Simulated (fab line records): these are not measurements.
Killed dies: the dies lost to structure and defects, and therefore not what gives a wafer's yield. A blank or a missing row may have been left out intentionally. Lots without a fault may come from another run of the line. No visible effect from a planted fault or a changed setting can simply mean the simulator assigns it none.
Chamber matching | flow n5-finfet | N5_BEOL_M10_CMP_52 on cmp-04: 4 sister chambers
The step polishes, stops on SiCOH lowk, t overpolish 7 s, target thk 140 nm. 8 wafers are shown with their chamber, then 8 later ones without.

## EACH WAFER AND ITS CHAMBER
wafer  | chamber | motor-current-A (A) | time-to-endpoint-s (s)
L079.6 | 0       | 6.2                 | 68
L078.1 | 2       | 5.3                 | 66
L078.4 | 3       | 5.7                 | 74
L078.5 | 2       | 5.4                 | 65
L085.1 | 0       | 5.9                 | 72
L085.2 | 1       | 5.1                 | 65
L085.6 | 3       | 5.6                 | 70
L092.1 | 1       | 5.3                 | 61

## WAFERS WHOSE CHAMBER IS MISSING
wafer  | motor-current-A (A) | time-to-endpoint-s (s)
L092.3 | 5.9                 | 62
L092.4 | 5.6                 | 60
L093.1 | 5.8                 | 68
L093.5 | 6.1                 | 70
L093.6 | 5.4                 | 66
L096.4 | 5.6                 | 67
L096.5 | 5.8                 | 68
L096.6 | 6.2                 | 71

## EACH ONE'S CHAMBER
wafer  | from the rows above               | in truth
L092.3 | can't be placed: 0 or 2 or 3 or 1 | 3
L092.4 | can't be placed: 2 or 1 or 3      | 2
L093.1 | can't be placed: 3 or 0 or 2      | 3
L093.5 | 0                                 | 0
L093.6 | can't be placed: 2 or 1           | 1
L096.4 | can't be placed: 2 or 3 or 1 or 0 | 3
L096.5 | can't be placed: 3 or 0 or 2      | 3
L096.6 | 0                                 | 0
Correct placement for 2 of the 8. Can't be placed from these rows: 6 (the true chamber is among the candidates in 6). Placed wrongly: 0.
How it was worked out, from the rows above alone: a wafer's distance from a chamber is the root of the sum, over the readings, of the square of ((its reading less the chamber's mean) divided by the reading's scatter). If the next closest chamber is less than 2 further off than the closest, the wafer can't be placed; otherwise it belongs to the closest. Each chamber's mean is taken over the wafers shown for it. How the scatter is found: for the shown wafers, subtract from each reading the mean of its chamber, square and add these, divide the total by (wafers less chambers), then take the root.
